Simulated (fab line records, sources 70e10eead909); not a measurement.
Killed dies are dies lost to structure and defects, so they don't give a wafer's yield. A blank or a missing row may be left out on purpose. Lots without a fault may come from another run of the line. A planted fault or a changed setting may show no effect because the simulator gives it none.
Which tool did it? | flow nand_harc | 11 lots, 33 wafers sampled, at 5 steps of a route of 1302

WHAT THE GAUGES READ, wafer by wafer
NHARC_END_SORT_01.
lot  | measured     | on        | killed_at_array | killed_at_other | killed_at_periphery | killed_dies | killed_open | killed_short
L167 | day 30 05:02 | prober-01 | 82 63 665       | 1 0 0           | 12 7 12             | 95 70 677   | 4 2 6       | 3 1 4

WHICH TOOL RAN EACH LOT (tool, then ch and the chambers of the sampled wafers, then the start)
lot  | NHARC_A_STAIRCASE_TRIM_24                     | NHARC_A_STAIRCASE_TRIM_26                     | NHARC_A_STAIRCASE_ETCH_190         | NHARC_A_STAIRCASE_TRIM_196
L167 | rie_diel-13 ch 0,1,2, day 20 19:07 or earlier | rie_diel-13 ch 0,1,2, day 20 19:07 or earlier | rie_diel-13 ch 0,2,3, day 20 19:07 | rie_diel-03 ch 0,1,2, day 20 19:46
L169 | rie_diel-03 ch 0,1,2, day 20 23:59 or earlier | rie_diel-03 ch 0,2,3, day 20 23:59 or earlier | rie_diel-11 ch 0,1, day 20 23:59   | rie_diel-03 ch 0,1, day 21 00:41
L170 | rie_diel-03 ch 1,2, day 21 07:22 or earlier   | rie_diel-03 ch 0,1,2, day 21 07:22 or earlier | rie_diel-03 ch 1,2,3, day 21 07:22 | rie_diel-13 ch 0,1,2, day 21 07:59
L171 | rie_diel-03 ch 1,2,3, day 22 08:39 or earlier | rie_diel-03 ch 1,2,3, day 22 08:39 or earlier | rie_diel-11 ch 1,2,3, day 22 08:39 | rie_diel-13 ch 0,2,3, day 22 09:20
L172 | rie_diel-03 ch 1,2,3, day 22 11:31 or earlier | rie_diel-03 ch 1,3, day 22 11:31 or earlier   | rie_diel-03 ch 1,2, day 22 11:31   | rie_diel-03 ch 0,2,3, day 22 12:36
L173 | rie_diel-11 ch 1,3, day 22 17:09 or earlier   | rie_diel-11 ch 1,2, day 22 17:09 or earlier   | rie_diel-03 ch 0,1,3, day 22 17:09 | rie_diel-11 ch 1,2,3, day 22 17:47
L175 | rie_diel-11 ch 1,2,3, day 23 06:33 or earlier | rie_diel-11 ch 1,3, day 23 06:33 or earlier   | rie_diel-03 ch 0,1, day 23 06:33   | rie_diel-03 ch 1,3, day 23 07:13
L178 | rie_diel-11 ch 0,1,3, day 24 11:16 or earlier | rie_diel-11 ch 1,3, day 24 11:16 or earlier   | rie_diel-11 ch 1,3, day 24 11:16   | rie_diel-11 ch 2,3, day 24 12:00
L177 | rie_diel-13 ch 0,2,3, day 24 11:20 or earlier | rie_diel-13 ch 0,1,2, day 24 11:20 or earlier | rie_diel-11 ch 0,1,3, day 24 11:20 | rie_diel-13 ch 0,1,2, day 24 12:04
L179 | rie_diel-11 ch 0,3, day 25 05:26 or earlier   | rie_diel-11 ch 0,2,3, day 25 05:26 or earlier | rie_diel-13 ch 0,1, day 25 05:26   | rie_diel-13 ch 0,2,3, day 25 06:13
L180 | rie_diel-13 ch 1,3, day 25 10:36 or earlier   | rie_diel-13 ch 0,1, day 25 10:36 or earlier   | rie_diel-13 ch 0,3, day 25 10:36   | rie_diel-13 ch 1,2,3, day 25 11:22
- NHARC_A_STAIRCASE_TRIM_24: chemistry O2, time 211.2 s.
- NHARC_A_STAIRCASE_TRIM_26: chemistry O2, time 211.2 s.
- NHARC_A_STAIRCASE_ETCH_190: etches the open film in C4F8/O2, target depth 100 nm, time 40.5 s.
- NHARC_A_STAIRCASE_TRIM_196: chemistry O2, time 211.2 s.

WHAT THE TOOLS THEMSELVES READ (means of the sampled wafers that have a number; where no wafer has one, the mark that the record gives instead)
NHARC_A_STAIRCASE_TRIM_24.
lot  | tool        | drypump_motor_current_A (A) | oes_product_au (a.u.) | rf_vpp_V (V) | showerhead_plenum_p_Torr (Torr) | throttle_valve_pct (%)
L167 | rie_diel-13 | 5.5                         | 1.007                 | 58.6         | 3.53                            | 17.043
L169 | rie_diel-03 | 5.6                         | 1.000                 | 58.1         | 3.44                            | 17.031
L170 | rie_diel-03 | 5.3                         | 0.997                 | 56.8         | 3.43                            | 17.033
L171 | rie_diel-03 | 5.6                         | 0.991                 | 57.1         | 3.42                            | 17.029
L172 | rie_diel-03 | 5.6                         | 0.987                 | 56.8         | 3.42                            | 17.045
L173 | rie_diel-11 | 5.4                         | 0.995                 | 58.3         | 3.59                            | 17.044
L175 | rie_diel-11 | 5.6                         | 0.989                 | 58.2         | 3.50                            | 17.044
L178 | rie_diel-11 | 5.6                         | 0.994                 | 58.7         | 3.62                            | 17.037
L177 | rie_diel-13 | 5.3                         | 0.993                 | 57.9         | 3.55                            | 17.035
L179 | rie_diel-11 | 5.8                         | 0.995                 | 57.2         | 3.64                            | 17.038
L180 | rie_diel-13 | 5.7                         | 0.990                 | 58.2         | 3.49                            | 17.032

NHARC_A_STAIRCASE_TRIM_26.
lot  | tool        | drypump_motor_current_A (A) | oes_product_au (a.u.) | rf_vpp_V (V) | showerhead_plenum_p_Torr (Torr) | throttle_valve_pct (%)
L167 | rie_diel-13 | 5.5                         | 1.002                 | 56.9         | 3.53                            | 17.038
L169 | rie_diel-03 | 5.9                         | 0.991                 | 58.1         | 3.43                            | 17.037
L170 | rie_diel-03 | 5.6                         | 1.002                 | 57.9         | 3.44                            | 17.040
L171 | rie_diel-03 | 5.6                         | 0.999                 | 57.8         | 3.42                            | 17.039
L172 | rie_diel-03 | 5.6                         | 0.994                 | 57.4         | 3.33                            | 17.035
L173 | rie_diel-11 | 5.7                         | 0.995                 | 57.4         | 3.62                            | 17.029
L175 | rie_diel-11 | 5.4                         | 0.989                 | 58.2         | 3.59                            | 17.042
L178 | rie_diel-11 | 5.4                         | 0.996                 | 57.4         | 3.58                            | 17.035
L177 | rie_diel-13 | 5.5                         | 0.996                 | 58.2         | 3.52                            | 17.034
L179 | rie_diel-11 | 5.8                         | 0.992                 | 57.4         | 3.52                            | 17.030
L180 | rie_diel-13 | 5.7                         | 0.996                 | 57.1         | 3.46                            | 17.040

NHARC_A_STAIRCASE_ETCH_190.
lot  | tool        | oes_product_au (a.u.) | rf_vpp_V (V) | run_length_s (s)
L167 | rie_diel-13 | 0.949                 | 898          | 66.4
L169 | rie_diel-11 | 0.929                 | 904          | 62.2
L170 | rie_diel-03 | 0.946                 | 893          | 61.7
L171 | rie_diel-11 | 0.949                 | 894          | 61.6
L172 | rie_diel-03 | 0.945                 | 895          | 62.0
L173 | rie_diel-03 | 0.939                 | 890          | 62.0
L175 | rie_diel-03 | 0.950                 | 890          | 61.9
L178 | rie_diel-11 | 0.926                 | 898          | 62.4
L177 | rie_diel-11 | 0.930                 | 899          | 62.0
L179 | rie_diel-13 | 0.947                 | 895          | 61.8
L180 | rie_diel-13 | 0.942                 | 896          | 61.8

NHARC_A_STAIRCASE_TRIM_196.
lot  | tool        | drypump_motor_current_A (A) | oes_product_au (a.u.) | rf_vpp_V (V) | showerhead_plenum_p_Torr (Torr) | throttle_valve_pct (%)
L167 | rie_diel-03 | 5.6                         | 1.001                 | 57.9         | 3.45                            | 17.037
L169 | rie_diel-03 | 5.4                         | 1.007                 | 56.7         | 3.37                            | 17.035
L170 | rie_diel-13 | 5.4                         | 1.004                 | 56.9         | 3.53                            | 17.026
L171 | rie_diel-13 | 5.3                         | 1.002                 | 57.8         | 3.56                            | 17.027
L172 | rie_diel-03 | 5.9                         | 0.997                 | 57.3         | 3.43                            | 17.036
L173 | rie_diel-11 | 5.6                         | 0.995                 | 58.1         | 3.50                            | 17.038
L175 | rie_diel-03 | 5.4                         | 0.996                 | 56.8         | 3.34                            | 17.049
L178 | rie_diel-11 | 5.8                         | 0.996                 | 57.8         | 3.41                            | 17.035
L177 | rie_diel-13 | 5.5                         | 0.997                 | 57.7         | 3.52                            | 17.041
L179 | rie_diel-13 | 5.3                         | 0.997                 | 57.1         | 3.55                            | 17.034
L180 | rie_diel-13 | 5.5                         | 0.993                 | 57.8         | 3.51                            | 17.040

THE ANSWER, worked out from the rows above alone
Rule: what is usual is taken from the lots themselves. Put in order of their means at a reading, lots are off if they are a third of the lots or fewer, leave a main group of 4 or more, and stand apart from it by a gap of 3 or more times the standard deviation of the main group's means; of several such gaps the widest counts. A main group whose means are all the same, to the digits that the tables above print for the reading, isn't used. A lot without any number at a reading at which 4 lots or more have one is off too. The other lots that the step has rows for count as sound. The gauges are gone through in route order, then the tools' own readings, and for those a lot's mean is taken as printed above. The first step at which some lot is off is used, and at that step the reading that is off furthest; a lot without a number counts as furthest.
Off: L167, at NHARC_A_STAIRCASE_ETCH_190 (run_length_s). The main group: mean 61.9 s, standard deviation 0.22.
A tool fits if, at that step or a process step before it, it ran every lot that is off, and no sound lot after the first of them. NHARC_A_STAIRCASE_TRIM_24 gives no start for some lots, so the hours and the order of its lots are those of NHARC_A_STAIRCASE_ETCH_190. NHARC_A_STAIRCASE_TRIM_26 gives no start for some lots, so the hours and the order of its lots are those of NHARC_A_STAIRCASE_ETCH_190. None of those tried fits.

WHAT THE SIMULATOR HAD PUT IN
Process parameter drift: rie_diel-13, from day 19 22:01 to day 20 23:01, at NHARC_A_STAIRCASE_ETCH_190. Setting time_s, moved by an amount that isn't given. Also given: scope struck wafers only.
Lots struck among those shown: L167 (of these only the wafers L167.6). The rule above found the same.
